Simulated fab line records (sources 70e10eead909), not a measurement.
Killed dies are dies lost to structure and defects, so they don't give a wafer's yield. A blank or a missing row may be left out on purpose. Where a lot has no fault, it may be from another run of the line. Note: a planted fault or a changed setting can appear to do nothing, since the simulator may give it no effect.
Which tool is to blame?	flow nand-harc	36 wafers sampled from 12 lots at 1 step of a route of 1302

WHAT EACH GAUGE READ, for each wafer
NHARC_A_M0_INSPECT_11.
lot	measured	on	raw-defect-count
L075	day 23 14:40	defect-inspect-02	102 103 97
L076	day 24 00:33	defect-inspect-02	12 22 12
L079	day 24 07:04	defect-inspect-02	33 30 34
L081	day 25 17:08	defect-inspect-01	121 119 114
L084	day 26 12:25	defect-inspect-01	85 85 86
L085	day 27 07:40	defect-inspect-02	59 67 68
L087	day 27 18:38	defect-inspect-01	61 80 71
L088	day 28 12:38	defect-inspect-02	91 106 134
L090	day 29 20:26	defect-inspect-01	122 125 133
L092	day 30 15:35	defect-inspect-01	83 65 60
L094	day 31 06:10	defect-inspect-02	123 127 113
L097	day 32 20:57	defect-inspect-02	86 78 58

WHICH TOOL RAN EACH LOT (tool, then ch and the chambers of the sampled wafers, then the start)
The record shows no process step preceding these readings.

THE ANSWER, worked out from the rows above alone
Rule: the usual values come from the lots themselves. The widest of any qualifying gaps counts: lots, ordered by their means at a reading, are off when they make up no more than a third of the lots, leave a main group of 4 or more, and stand apart from it by 3 or more times the standard deviation of that group's means. A main group is skipped when, at the precision printed for the reading in the tables above, its means are all equal. Also off: a lot with no number at a reading for which 4 or more lots have one. All remaining lots with rows at the step are treated as sound.
No lot is off on any of the readings shown, so nothing can be concluded from this.

WHAT THE SIMULATOR HAD INSERTED
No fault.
